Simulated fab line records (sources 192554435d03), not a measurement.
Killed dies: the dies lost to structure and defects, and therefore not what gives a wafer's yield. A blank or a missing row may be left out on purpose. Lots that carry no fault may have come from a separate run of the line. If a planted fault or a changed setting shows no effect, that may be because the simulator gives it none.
fab line records    flow n5_finfet
[record] lots = 4  wafers = 12  last_day = 16
route steps=1938 shown BEOL_M8@1350 PASSIVATION@1936
lots with no fault: from the same line, run without faults
start_h: hours from the record's first day to the start of the lot's first wafer shown    wait_h: how many hours have passed since the lot's step before this one    " as in the row above    L1.1+2: a row that stands for several wafers    - value missing, or start not given    * or withheld: withheld    < > ~ a bound
route shown NAME@n: names a module that has steps shown in the file, with the first one's number in the route    usual: the fault-free wafers' mean and standard deviation    same: alike in all rows    chamber/n: place in a boat    sites: readings site by site    _std_site: how widely they spread, as a standard deviation    _edge_site: inner sites' mean taken away from outer sites' mean    radius_mm: how far each site lies from the wafer's centre    mask NAME#n: copy n    behind: the last tool/chamber to shape the wafer    hold: reason for holding the lot/hours on hold/outcome of the hold    device: which transistor (n, p or np) failed to switch    end of line: tests of these same wafers at the route's end    a step without rows: its recipe alone    killed: not the wafer's yield, but the dies lost to structure and defects at the first sort    map: dies across one wafer; x = killed, . = not, _ = none there
set.NAME: the run value of the setting; set.NAME@STEP: its run value at that earlier step    model.NAME: the simulator's own value behind a step, which no gauge read
certain route steps with their lots: each step a table, each wafer a row
services: a tool's chamber out of use, with start hour (start_h, from the record's first day; less than 0 if before it), hours out, and reason
[[steps]]
[step N5_BEOL_M8_ETCH_62]
[recipe] chemistry = N2/H2  target = SOC  target_depth_a = 1100  overetch_a = 220  mask_material = SiARC  temp_c = 40  time_s = 165  ion_energy_ev = 200  pressure_mtorr = 30  source_w = 840  bias_w = 150  n2_flow_sccm = 200  h2_flow_sccm = 200
[step N5_BEOL_M8_STRIP_68]
[recipe] chemistry = N2/H2  temp_c = 40  n2_flow_sccm = 200  h2_flow_sccm = 200  rf_frequency_hz = 6e+07
[step N5_BEOL_M8_STRIP_67]
[recipe] chemistry = CF4  resist = SiARC  power_w = 300  bias_power_w = 75  pressure_mtorr = 50  cf4_flow_sccm = 150  rf_frequency_hz = 6e+07
[step N5_BEOL_M8_HM_OPEN_17]
[recipe] chemistry = Cl2/BCl3  target_depth_a = 200  overetch_a = 60  target = TiN  mask_material = SOC  ion_energy_ev = 150  pressure_mtorr = 10  icp_w = 1000  bias_w = 126  Cl2_flow_sccm = 53.25  bcl3_flow_sccm = 21.75  Ar_flow_sccm = 25
[step N5_BEOL_M8_STRIP_19]
[recipe] chemistry = O2  power_w = 400  temp_c = 40  pressure_mtorr = 30  rf_frequency_hz = 6e+07  bias_power_w = 0  overash_fraction = 0.2  o2_flow_sccm = 225
[step N5_BEOL_M8_COAT_63]
[recipe] resist = SOC  temp_c = 250  time_s = 60  spin_rpm = 1500  resist_thk_nm = 60
[step N5_BEOL_M8_COAT_64]
[recipe] resist = SiARC  temp_c = 220  time_s = 60  spin_rpm = 1500  resist_thk_nm = 12
[step N5_BEOL_M8_COAT_71]
[recipe] resist = underlayer  temp_c = 205  time_s = 60  spin_rpm = 1500  resist_thk_nm = 5
[step N5_BEOL_M8_COAT_22]
[recipe] resist = CAR-EUV  spin_rpm = 1500  resist_thk_nm = 30
[step N5_BEOL_M8_EBR_24]
[recipe] solvent = PGMEA  ebr_width_mm = 1.5
[step N5_BEOL_M8_SOFTBAKE_23]
[recipe] temp_c = 110  time_s = 60  resist = CAR-EUV
[step N5_BEOL_M8_EXPOSE_25]
[recipe] mask_id = V7  na = 0.33  source_shape = annular  sigma_inner = 0.4  sigma_outer = 0.8  polarization = unpolarized  target_cd_nm = 40  dose_mj = 42.5
[usual] exposure_dose_mJ_cm2 = 42.63/0.042  focus_offset_nm = -0.1/0.56  stage_msd_nm = 0.862/0.018
lot.wafer  tool            chamber  start_h  wait_h  mask  exposure_dose_mJ_cm2  focus_offset_nm  stage_msd_nm
L245.1     euv_scanner-01  0        212.32   -       V7#0  42.61                 0.2              0.871
L245.2     "               0        "        "       V7#0  42.58                 1.3              0.870
L245.6     "               0        "        "       V7#0  42.62                 0.6              0.872
L256.2     euv_scanner-01  0        285.04   -       V7#0  42.00                 -0.6             0.872
L256.3     "               0        "        "       V7#0  42.08                 -0.2             0.872
L256.4     "               0        "        "       V7#0  41.94                 -0.5             0.871
L258.1     euv_scanner-01  0        294.69   -       V7#0  42.06                 0.6              0.871
L258.3     "               0        "        "       V7#0  42.15                 0.0              0.871
L258.4     "               0        "        "       V7#0  42.13                 0.3              0.870
L261.1     euv_scanner-02  0        316.70   -       V7#0  42.62                 0.3              0.826
L261.3     "               0        "        "       V7#0  42.58                 0.4              0.825
L261.6     "               0        "        "       V7#0  42.58                 -0.6             0.825
[step N5_BEOL_M8_PEB_26]
[recipe] peb_temp_c = 100  peb_time_s = 60  resist = CAR-EUV
[step N5_BEOL_M8_DEVELOP_27]
[recipe] develop_time_s = 30  developer = TMAH  resist = CAR-EUV  rinse_liquid = surfactant_rinse  dry = air_spin  dev_temp_c = 23
[step N5_BEOL_M8_DESCUM_33]
[recipe] chemistry = O2  time_s = 7  source_power_w = 50  bias_power_w = 20  pressure_mtorr = 20  rf_frequency_hz = 2.712e+07  temp_c = 40  resist = CAR-EUV  o2_flow_sccm = 225
[usual] chamber_pressure_mTorr = 20.000/0.019  drypump_motor_current_A = 5.5/0.52  oes_product_au = 0.80/0.087  rf_vpp_V = 242.8/1.1  showerhead_plenum_p_Torr = 2.07/0.052  throttle_valve_pct = 20.51/0.19
lot.wafer  tool         chamber  start_h  wait_h  chamber_pressure_mTorr  drypump_motor_current_A  oes_product_au  rf_hours_counter_h  rf_vpp_V  showerhead_plenum_p_Torr  throttle_valve_pct  model.BEOL_M8.cd_nm
L245.1     rie_diel-05  1        212.58   0.0     19.989                  5.1                      0.84            45                  242.7     2.13                      20.31               40
L245.2     "            2        "        "       20.030                  4.8                      0.72            178                 241.4     2.02                      20.67               40
L245.6     "            1        "        "       20.005                  5.1                      0.84            -                   243.7     2.13                      20.30               40
L256.2     rie_diel-03  2        285.28   0.0     20.010                  5.8                      0.82            82                  243.1     2.14                      20.46               39.6
L256.3     "            0        "        "       19.966                  6.3                      0.91            40                  242.4     2.04                      20.45               39.8
L256.4     "            2        "        "       19.985                  5.8                      0.84            -                   244.3     2.14                      20.46               39.8
L258.1     rie_diel-06  1        294.95   0.0     19.950                  5.9                      0.94            12                  242.5     2.05                      20.48               39.4
L258.3     "            3        "        "       19.970                  4.8                      0.66            250                 243.7     2.16                      20.87               39.6
L258.4     "            0        "        "       19.997                  5.3                      0.82            76                  244.4     2.11                      20.13               39.4
L261.1     rie_diel-05  2        316.95   0.0     20.015                  4.8                      0.71            209                 240.8     2.01                      20.73               40.4
L261.3     "            1        "        "       19.999                  5.1                      0.79            84                  243.6     2.11                      20.37               39.8
L261.6     "            1        "        "       19.964                  5.1                      0.79            -                   244.5     2.11                      20.36               40.2
[step N5_BEOL_M8_ETCH_72]
[recipe] chemistry = N2/H2  target = underlayer  target_depth_a = 65  mask_material = CAR-EUV  time_s = 5.2  ion_energy_ev = 200  pressure_mtorr = 30  source_w = 840  bias_w = 150  n2_flow_sccm = 200  h2_flow_sccm = 200  ends = cleared
[step N5_BEOL_M8_ETCH_65]
[recipe] chemistry = CF4  target = SiARC  target_depth_a = 156  mask_material = CAR-EUV  time_s = 26  ion_energy_ev = 80  pressure_mtorr = 40  source_w = 545  bias_w = 36  Ar_flow_sccm = 100  cf4_flow_sccm = 100  ends = cleared
[usual] chamber_pressure_mTorr = 40.01/0.04  drypump_motor_current_A = 5.5/0.52  etch_rf_on_time_s = 26.3/0.97  mfc_ar_sccm = 99.99/0.29  oes_product_au = 0.68/0.071  rf_vpp_V = 183.7/0.98  showerhead_plenum_p_Torr = 2.12/0.048  throttle_valve_pct = 15.64/0.2
lot.wafer  tool         chamber  start_h  wait_h  chamber_pressure_mTorr  drypump_motor_current_A  etch_rf_on_time_s  mfc_ar_sccm  oes_product_au  rf_hours_counter_h  rf_vpp_V  showerhead_plenum_p_Torr  throttle_valve_pct  model.BEOL_M8.cd_nm
L245.1     rie_diel-05  1        212.63   0.0     40.03                   5.0                      26.8               99.40        0.71            45                  183.7     2.17                      15.41               40
L245.2     "            2        "        "       40.03                   4.8                      25.3               100.14       0.63            178                 182.5     2.04                      15.74               40.2
L245.6     "            1        "        "       40.02                   5.1                      26.7               100.20       0.71            -                   184.5     2.17                      15.40               40
L256.2     rie_diel-03  2        285.34   0.0     39.98                   5.8                      25.7               99.95        0.72            82                  184.2     2.15                      15.33               39.6
L256.3     "            0        "        "       40.03                   6.3                      26.8               99.70        0.75            40                  182.1     2.12                      15.75               40
L256.4     "            2        "        "       39.98                   5.8                      25.8               100.28       0.72            -                   183.4     2.15                      15.33               40
L258.1     rie_diel-06  1        295.00   0.0     40.05                   5.9                      26.9               99.56        0.80            12                  183.0     2.11                      15.59               39.6
L258.3     "            3        "        "       40.01                   4.9                      26.8               100.36       0.56            250                 185.0     2.20                      15.95               39.8
L258.4     "            0        "        "       40.03                   5.3                      25.0               99.97        0.72            76                  183.1     2.18                      15.37               39.4
L261.1     rie_diel-05  2        317.01   0.0     39.97                   4.8                      25.5               100.54       0.60            209                 183.1     2.03                      15.78               40.6
L261.3     "            1        "        "       39.94                   5.0                      27.3               99.65        0.66            84                  183.1     2.15                      15.47               39.8
L261.6     "            1        "        "       40.02                   5.1                      26.9               99.54        0.66            -                   183.3     2.15                      15.46               40.2
[step N5_BEOL_M8_ETCH_66]
[recipe] chemistry = N2/H2  target = SOC  target_depth_a = 800  overetch_a = 160  mask_material = SiARC  temp_c = 40  time_s = 120  ion_energy_ev = 200  pressure_mtorr = 30  source_w = 840  bias_w = 150  n2_flow_sccm = 200  h2_flow_sccm = 200
[step N5_PASSIVATION_PROBE_49]
[usual] defect_limited_yield = 91.3/1.4  killed_at_M0_to_M3 = 32/9.5  killed_at_M4_up = 14/5.2  killed_at_contacts = 13/5.7  killed_at_front_end = 41/12  killed_at_other = 3.5/2.6  killed_dies = 103/17  killed_open = 68/14  killed_short = 32/7  sort_bin_5_function = 5.0/0.91  sort_bin_6_memory = 3.3/0.7  sort_bin_8_speed = 0.03/0.22  sort_n_pass = 1076/17  sort_yield_pct = 91.2/1.4
[same] gross_dies = 1180  killed_at_back_side = 0  sort_bin_4_leakage[%] = 0
lot.wafer  tool       chamber  start_h  wait_h  defect_limited_yield[%]  killed_at_M0_to_M3  killed_at_M4_up  killed_at_contacts  killed_at_front_end  killed_at_other  killed_dies  killed_open  killed_short  sort_bin_5_function[%]  sort_bin_6_memory[%]  sort_bin_8_speed[%]  sort_n_pass  sort_yield_pct[%]
L258.1     prober-01  -        358.73   0.0     90.4                     30                  15               15                  52                   1                113          60           43            4.5                     3.8                   0                    1067         90.4
L258.3     prober-01  -        358.83   0.1     91.4                     24                  6                16                  53                   3                102          56           45            5.1                     3.5                   0                    1078         91.4
L258.4     prober-01  -        358.88   0.2     91.7                     15                  21               12                  50                   0                98           64           34            4.3                     3.7                   0                    1082         91.7
// killed by level:class
L258.1 MOL_CONTACT_COAG:geometric_particle:open=13 HKMG_FIN:area_etch=10 FIN_SAQP:geometric_particle:open=9 FIN_SAQP:geometric_particle:short=8 BEOL_M0_SAQP:geometric_particle:short=8 BEOL_M0_SAQP:geometric_particle:open=6 BEOL_M2:geometric_particle:short=6 GATE_CUT:geometric_particle:open=5
L258.3 MOL_CONTACT_COAG:geometric_particle:open=11 FIN_SAQP:geometric_particle:short=10 GATE_CUT:geometric_particle:short=9 FIN_SAQP:geometric_particle:open=7 ILD0:geometric_particle:open=6 MOL_CONTACT_COAG:geometric_particle:short=5 BEOL_M0_SAQP:geometric_particle:short=5 BEOL_M2:geometric_particle:open=5
L258.4 FIN_SAQP:geometric_particle:open=12 STI_FIN_REVEAL:geometric_particle:open=10 MOL_CONTACT_COAG:geometric_particle:open=8 FIN_SAQP:geometric_particle:short=6 DUMMY_GATE:geometric_particle:open=6 BEOL_M0_SAQP:geometric_particle:open=6 DUMMY_GATE:geometric_particle:short=5 BEOL_M0_SAQP:geometric_particle:short=5
[[services]]
tool            chamber  start_h  hours  kind
rie_diel-03     3        205.74   -      clean
rie_diel-03     3        205.74   -      consumable_replace:focus_ring
rie_diel-03     3        205.74   18.8   scheduled_down
rie_diel-03     3        205.74   18.8   vent_cycle
euv_scanner-02  -        212.17   1.0    pm
euv_scanner-01  -        213.21   1.0    pm
rie_diel-03     0        218.61   7.7    repair
rie_diel-06     -        223.44   14.6   pm
euv_scanner-01  0        226.56   -      calibration
rie_diel-05     -        229.22   0.1    repair
euv_scanner-02  -        230.46   4.6    pm
rie_diel-06     1        242.74   -      clean
rie_diel-06     1        242.74   -      consumable_replace:focus_ring
rie_diel-06     1        242.74   21.2   scheduled_down
rie_diel-06     1        242.74   21.2   vent_cycle
euv_scanner-02  -        268.33   1.0    pm
euv_scanner-01  -        269.39   1.0    pm
euv_scanner-02  0        270.84   -      calibration
rie_diel-06     3        296.00   -      clean
rie_diel-06     3        296.00   -      consumable_replace:focus_ring
euv_scanner-01  -        304.36   4.6    pm
[[key]]
[first_sign] step = N5_BEOL_M8_EXPOSE_25  reading = exposure_dose_mJ_cm2  direction = down  sigmas = 13  usual = 42.63  struck = 42.06
effect none on later readings
[model_effect] step = N5_BEOL_M8_DESCUM_33  value = BEOL_M8.cd_nm  without = 39.87  struck = 39.6
[model_effect] step = N5_BEOL_M8_ETCH_65  value = BEOL_M8.cd_nm  without = 40  struck = 39.73
met_at N5_BEOL_M8_EXPOSE_25
struck_wafers L256.2,L256.3,L256.4,L258.1,L258.3,L258.4
[loop_trim] step = N5_BEOL_M8_EXPOSE_25  setting = dose  lots = L258
[baseline_loss] step = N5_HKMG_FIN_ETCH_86  wafers = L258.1
onset_between 212.32 285.04
[fault] kind = process_parameter_drift  tool = euv_scanner-01  chamber = -  onset_h = 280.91  steps = N5_BEOL_M8_EXPOSE_25  channel = dose_mj  offset = -0.63905  shape = step  acts_in = these_recipes_only  stated = 42.5
// loop_trim: a control loop set the setting to another value than it would have without faults
// baseline_loss: these wafers lose ten dies or more at that step, a loss of the line's own and not of a fault; the sort's usual values leave them out
